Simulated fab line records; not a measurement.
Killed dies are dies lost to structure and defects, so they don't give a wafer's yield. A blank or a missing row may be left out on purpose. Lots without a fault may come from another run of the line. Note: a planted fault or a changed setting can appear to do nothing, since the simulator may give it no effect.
Chamber matching ; flow n5-finfet ; rie-diel-04 running N5_BEOL_M8_STRIP_19: 4 sister chambers
The step strips in O2. 20 wafers are shown with their chamber, then 10 later ones without.

== WAFERS WITH THEIR CHAMBER ==
wafer;chamber;drypump-motor-current-A (A);showerhead-plenum-p-Torr (Torr);throttle-valve-pct (%)
L074.2;0;5.5;2.00;16.64
L074.3;2;5.8;2.05;16.83
L074.4;1;6.1;2.06;16.54
L078.3;2;5.9;2.05;16.86
L078.5;0;5.5;2.00;16.65
L078.6;3;5.7;2.06;16.95
L081.1;0;5.5;2.00;16.66
L081.2;1;6.1;2.05;16.57
L081.3;3;5.7;2.06;16.96
L082.1;0;5.5;2.00;16.67
L082.3;1;6.1;2.05;16.59
L082.6;1;6.1;2.05;16.59
L084.3;3;5.6;2.05;16.98
L084.5;2;5.9;2.04;16.39
L084.6;1;6.1;2.05;16.60
L089.2;0;5.5;1.99;16.70
L089.3;2;5.8;2.04;16.42
L089.6;2;5.8;2.04;16.41
L090.1;2;5.8;2.04;16.41
L090.2;1;6.1;2.05;16.61

SIGNATURES (means of the wafers above)
reading;chamber 0;chamber 1;chamber 2;chamber 3;scatter within a chamber
drypump-motor-current-A;5.500;6.100;5.833;5.667;0.0354
showerhead-plenum-p-Torr;1.9980;2.0517;2.0433;2.0567;0.00477
throttle-valve-pct;16.6640;16.5833;16.5533;16.9633;0.128
Rule: a wafer's distance from a chamber is the root of the sum, over the readings, of the square of ((its reading less the chamber's mean) divided by the reading's scatter). If the next closest chamber is less than 2 further off than the closest, the wafer can't be placed; otherwise it belongs to the closest. The scatter is the square root of a quotient: the sum, over the shown wafers, of each reading's squared deviation from its chamber's mean, divided by wafers minus chambers.

== WAFERS WITHOUT THEIR CHAMBER ==
wafer;drypump-motor-current-A (A);showerhead-plenum-p-Torr (Torr);throttle-valve-pct (%)
L090.3;5.7;2.05;17.00
L095.2;6.1;2.04;16.63
L095.3;5.8;2.04;16.43
L095.5;5.8;2.04;16.43
L093.1;6.1;2.04;16.63
L093.3;5.5;1.99;16.73
L093.5;5.5;1.99;16.71
L094.1;5.7;2.04;17.02
L094.2;5.5;1.98;16.74
L094.5;6.1;2.04;16.62

== EACH ONE'S CHAMBER ==
wafer;from the rows above;in truth
L090.3;3;3
L095.2;1;1
L095.3;2;2
L095.5;2;2
L093.1;1;1
L093.3;0;0
L093.5;0;0
L094.1;can't be placed: 3 or 2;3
L094.2;0;0
L094.5;1;1
Correct placement for 9 of the 10. Can't be placed from these rows: 1 (the true chamber is among the candidates in 1). Wrongly placed: 0.
